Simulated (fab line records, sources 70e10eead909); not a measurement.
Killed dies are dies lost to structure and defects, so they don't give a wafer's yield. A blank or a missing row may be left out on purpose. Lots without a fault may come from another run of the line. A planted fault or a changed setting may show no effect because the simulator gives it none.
Which tool did it? | flow nand_harc | 12 lots, 36 wafers sampled, at 5 steps of a route of 1159

WHAT THE GAUGES READ, wafer by wafer
NHARC_END_SORT_01. Usual: killed_at_array 24, standard deviation 8.7; killed_at_other 0.8, standard deviation 1.2; killed_at_periphery 3.6, standard deviation 2.3; killed_dies 28, standard deviation 8.9; killed_open 3.2, standard deviation 1.9; killed_short 2.0, standard deviation 1.6.
lot  | measured     | on        | killed_at_array | killed_at_other | killed_at_periphery | killed_dies | killed_open | killed_short | flag
L326 | day 22 14:58 | prober-02 | 27              | 4               | 6                   | 37          | 5           | 3            |
L339 | day 25 01:21 | prober-01 | 18 676 26       | 2 0 0           | 0 1 2               | 20 677 28   | 2 0 3       | 0 1 7        | OFF

WHICH TOOL RAN EACH LOT (tool, then ch and the chambers of the sampled wafers, then the start)
lot  | NHARC_A_SLIT_DESCUM_14             | NHARC_A_WL_FILL_RTA_01           | NHARC_A_WL_FILL_ETCHBACK_16        | NHARC_A_WL_FILL_STRIP_29
L317 | rie_diel-09 ch 0,2,3, day 14 09:44 | rtp_anneal-01 ch 0, day 14 22:24 | rie_diel-08 ch 0,1,3, day 15 10:28 | rie_diel-08 ch 0,2, day 15 10:34
L318 | rie_diel-07 ch 0,3, day 14 20:35   | rtp_anneal-01 ch 0, day 15 09:10 | rie_diel-05 ch 0,3, day 16 02:15   | rie_diel-05 ch 0,1, day 16 02:20
L319 | rie_diel-07 ch 2,3, day 14 20:44   | rtp_anneal-02 ch 0, day 15 09:08 | rie_diel-08 ch 0,1,2, day 16 05:24 | rie_diel-08 ch 1,2,3, day 16 05:30
L321 | rie_diel-01 ch 1,2,3, day 15 19:17 | rtp_anneal-02 ch 0, day 16 10:05 | rie_diel-08 ch 0,1,3, day 17 03:49 | rie_diel-08 ch 0,1,3, day 17 03:53
L322 | rie_diel-01 ch 0,3, day 15 20:49   | rtp_anneal-02 ch 0, day 16 10:25 | rie_diel-11 ch 1,3, day 17 04:05   | rie_diel-11 ch 0,1,3, day 17 04:10
L324 | rie_diel-09 ch 1,2,3, day 15 21:14 | rtp_anneal-01 ch 0, day 16 10:17 | rie_diel-05 ch 0,2, day 17 00:49   | rie_diel-05 ch 1,2, day 17 00:55
L327 | rie_diel-01 ch 1,2,3, day 16 22:44 | rtp_anneal-01 ch 0, day 17 10:08 | rie_diel-05 ch 1,2,3, day 18 05:52 | rie_diel-05 ch 0,1, day 18 05:56
L326 | rie_diel-07 ch 1,2,3, day 17 00:35 | rtp_anneal-01 ch 0, day 17 15:16 | rie_diel-08 ch 0,2,3, day 18 17:44 | rie_diel-08 ch 0,1,3, day 18 17:49
L323 | rie_diel-09 ch 0,1,3, day 17 00:46 | rtp_anneal-01 ch 0, day 17 15:25 | rie_diel-08 ch 1,2, day 18 14:24   | rie_diel-08 ch 0,1,2, day 18 14:30
L331 | rie_diel-09 ch 1,2,3, day 18 16:14 | rtp_anneal-01 ch 0, day 19 04:11 | rie_diel-08 ch 0,1,3, day 19 23:40 | rie_diel-08 ch 0,1,3, day 19 23:46
L329 | rie_diel-01 ch 0,1,2, day 18 17:20 | rtp_anneal-02 ch 0, day 19 04:05 | rie_diel-05 ch 0,1,3, day 19 23:33 | rie_diel-05 ch 0,1,2, day 19 23:38
L339 | rie_diel-01 ch 0,3, day 20 00:15   | rtp_anneal-01 ch 0, day 20 12:16 | rie_diel-05 ch 0,2,3, day 21 04:54 | rie_diel-05 ch 1,2, day 21 04:58
- NHARC_A_SLIT_DESCUM_14: chemistry O2, time 3 s.
- NHARC_A_WL_FILL_RTA_01: time 5 s.
- NHARC_A_WL_FILL_ETCHBACK_16: etches the open film in C4F8/O2/Ar, target depth 88 nm, time 17.6 s.
- NHARC_A_WL_FILL_STRIP_29: strips in O2, time 20 s.

WHAT THE TOOLS THEMSELVES READ (means of the sampled wafers that have a number; where no wafer has one, the mark that the record gives instead)
NHARC_A_SLIT_DESCUM_14. Usual: drypump_motor_current_A 5.80 A, standard deviation 0.27; oes_product_au 0.998 a.u., standard deviation 0.013; rf_vpp_V 57.8 V, standard deviation 1; showerhead_plenum_p_Torr 1.93 Torr, standard deviation 0.09; throttle_valve_pct 11.312 %, standard deviation 0.0092.
lot  | tool        | drypump_motor_current_A (A) | oes_product_au (a.u.) | rf_vpp_V (V) | showerhead_plenum_p_Torr (Torr) | throttle_valve_pct (%) | flag
L317 | rie_diel-09 | 5.61                        | 0.996                 | 58.8         | 1.99                            | 11.318                 |
L318 | rie_diel-07 | 6.07                        | 0.978                 | 56.6         | 1.82                            | 11.304                 |
L319 | rie_diel-07 | 6.13                        | 0.989                 | 57.7         | 1.88                            | 11.312                 |
L321 | rie_diel-01 | 5.75                        | 0.993                 | 58.2         | 1.96                            | 11.318                 |
L322 | rie_diel-01 | 5.91                        | 0.994                 | 58.1         | 1.94                            | 11.316                 |
L324 | rie_diel-09 | 5.57                        | 1.002                 | 58.1         | 1.92                            | 11.308                 |
L327 | rie_diel-01 | 5.75                        | 0.990                 | 57.8         | 1.96                            | 11.314                 |
L326 | rie_diel-07 | 6.10                        | 0.996                 | 57.5         | 1.84                            | 11.310                 |
L323 | rie_diel-09 | 5.59                        | 1.004                 | 58.1         | 1.98                            | 11.308                 |
L331 | rie_diel-09 | 5.55                        | 0.994                 | 57.6         | 1.91                            | 11.313                 |
L329 | rie_diel-01 | 5.83                        | 0.993                 | 58.3         | 1.99                            | 11.303                 |
L339 | rie_diel-01 | 5.90                        | 1.003                 | 58.2         | 1.93                            | 11.306                 |

NHARC_A_WL_FILL_RTA_01. Usual: lamp_power_pct 30.1 %, standard deviation 0.37; lamp_zone_2_pct 30.1 %, standard deviation 0.37; wafer_temp_C_max 1003.2, standard deviation 0.87.
lot  | tool          | lamp_power_pct (%) | lamp_zone_2_pct (%) | wafer_temp_C_max | flag
L317 | rtp_anneal-01 | 30.6               | 30.6                | 1003.6           |
L318 | rtp_anneal-01 | 30.5               | 30.5                | 1003.2           |
L319 | rtp_anneal-02 | 29.8               | 29.8                | 1002.7           |
L321 | rtp_anneal-02 | 29.8               | 29.8                | 1002.8           |
L322 | rtp_anneal-02 | 29.8               | 29.8                | 1002.5           |
L324 | rtp_anneal-01 | 30.5               | 30.5                | 1003.9           |
L327 | rtp_anneal-01 | 30.6               | 30.5                | 1003.5           |
L326 | rtp_anneal-01 | 30.5               | 30.5                | 1004.3           |
L323 | rtp_anneal-01 | 30.5               | 30.5                | 1003.6           |
L331 | rtp_anneal-01 | 30.5               | 30.6                | 1004.1           |
L329 | rtp_anneal-02 | 29.8               | 29.8                | 1002.5           |
L339 | rtp_anneal-01 | 30.5               | 30.6                | 1004.0           |

NHARC_A_WL_FILL_ETCHBACK_16. Usual: bias_w 799.8 W, standard deviation 2.3; oes_product_au 0.99 a.u., standard deviation 0.031; rf_vpp_V 723 V, standard deviation 4.8.
lot  | tool        | bias_w (W) | oes_product_au (a.u.) | rf_vpp_V (V) | flag
L317 | rie_diel-08 | 801.2      | 1.01                  | 726          |
L318 | rie_diel-05 | 800.4      | 1.00                  | 721          |
L319 | rie_diel-08 | 798.1      | 0.93                  | 723          |
L321 | rie_diel-08 | 800.6      | 0.92                  | 725          |
L322 | rie_diel-11 | 801.5      | 1.01                  | 727          |
L324 | rie_diel-05 | 800.6      | 1.02                  | 718          |
L327 | rie_diel-05 | 796.9      | 1.01                  | 725          |
L326 | rie_diel-08 | 800.3      | 1.00                  | 724          |
L323 | rie_diel-08 | 801.0      | 1.00                  | 719          |
L331 | rie_diel-08 | 799.2      | 1.00                  | 724          |
L329 | rie_diel-05 | 799.0      | 1.00                  | 723          |
L339 | rie_diel-05 | 799.0      | 0.82                  | 721          | OFF

NHARC_A_WL_FILL_STRIP_29. Usual: drypump_motor_current_A 6.0 A, standard deviation 0.52; oes_product_au 1.002 a.u., standard deviation 0.01; rf_vpp_V 57.8 V, standard deviation 0.94; showerhead_plenum_p_Torr 3.51 Torr, standard deviation 0.16; throttle_valve_pct 17.036 %, standard deviation 0.0097.
lot  | tool        | drypump_motor_current_A (A) | oes_product_au (a.u.) | rf_vpp_V (V) | showerhead_plenum_p_Torr (Torr) | throttle_valve_pct (%) | flag
L317 | rie_diel-08 | 5.7                         | 0.990                 | 58.0         | 3.49                            | 17.051                 |
L318 | rie_diel-05 | 5.8                         | 0.996                 | 58.4         | 3.42                            | 17.032                 |
L319 | rie_diel-08 | 5.8                         | 1.006                 | 58.2         | 3.45                            | 17.036                 |
L321 | rie_diel-08 | 6.1                         | 0.995                 | 58.6         | 3.59                            | 17.042                 |
L322 | rie_diel-11 | 5.8                         | 1.012                 | 57.6         | 3.57                            | 17.044                 |
L324 | rie_diel-05 | 6.2                         | 1.014                 | 57.7         | 3.43                            | 17.033                 |
L327 | rie_diel-05 | 5.9                         | 1.001                 | 57.5         | 3.52                            | 17.030                 |
L326 | rie_diel-08 | 6.0                         | 0.997                 | 58.1         | 3.59                            | 17.038                 |
L323 | rie_diel-08 | 6.1                         | 0.996                 | 57.4         | 3.53                            | 17.038                 |
L331 | rie_diel-08 | 6.0                         | 0.998                 | 57.3         | 3.59                            | 17.036                 |
L329 | rie_diel-05 | 5.9                         | 1.004                 | 57.5         | 3.42                            | 17.035                 |
L339 | rie_diel-05 | 6.1                         | 1.008                 | 57.7         | 3.51                            | 17.030                 |

THE ANSWER, worked out from the rows above alone
Rule: a lot is off if the mean of its wafers that have a number lies more than 3 standard deviations from the usual mean. A lot without any number at a reading at which 4 lots or more have one is off too. The other lots that the step has rows for count as sound. The gauges are gone through in route order, then the tools' own readings, and for those a lot's mean is taken as printed above. The first step at which some lot is off is used, and at that step the reading that is off furthest; a lot without a number counts as furthest.
Off: L339, at NHARC_END_SORT_01 (killed_at_array). Neither off nor sound, because the step has no rows for them: L317, L318, L319, L321, L322, L324, L327, L323, L331, L329.
A tool fits if, at a process step before that reading, it ran every lot that is off, and no sound lot after the first of them. The gauges at NHARC_END_SORT_01 aren't tried: what is off there is off at NHARC_A_WL_FILL_ETCHBACK_16 too, on other tools, and a gauge's error can't cause that. Can't be told from this: 3 tools fit, rie_diel-01 at NHARC_A_SLIT_DESCUM_14, rtp_anneal-01 at NHARC_A_WL_FILL_RTA_01, rie_diel-05 at NHARC_A_WL_FILL_ETCHBACK_16 and NHARC_A_WL_FILL_STRIP_29.

WHAT THE SIMULATOR HAD PUT IN
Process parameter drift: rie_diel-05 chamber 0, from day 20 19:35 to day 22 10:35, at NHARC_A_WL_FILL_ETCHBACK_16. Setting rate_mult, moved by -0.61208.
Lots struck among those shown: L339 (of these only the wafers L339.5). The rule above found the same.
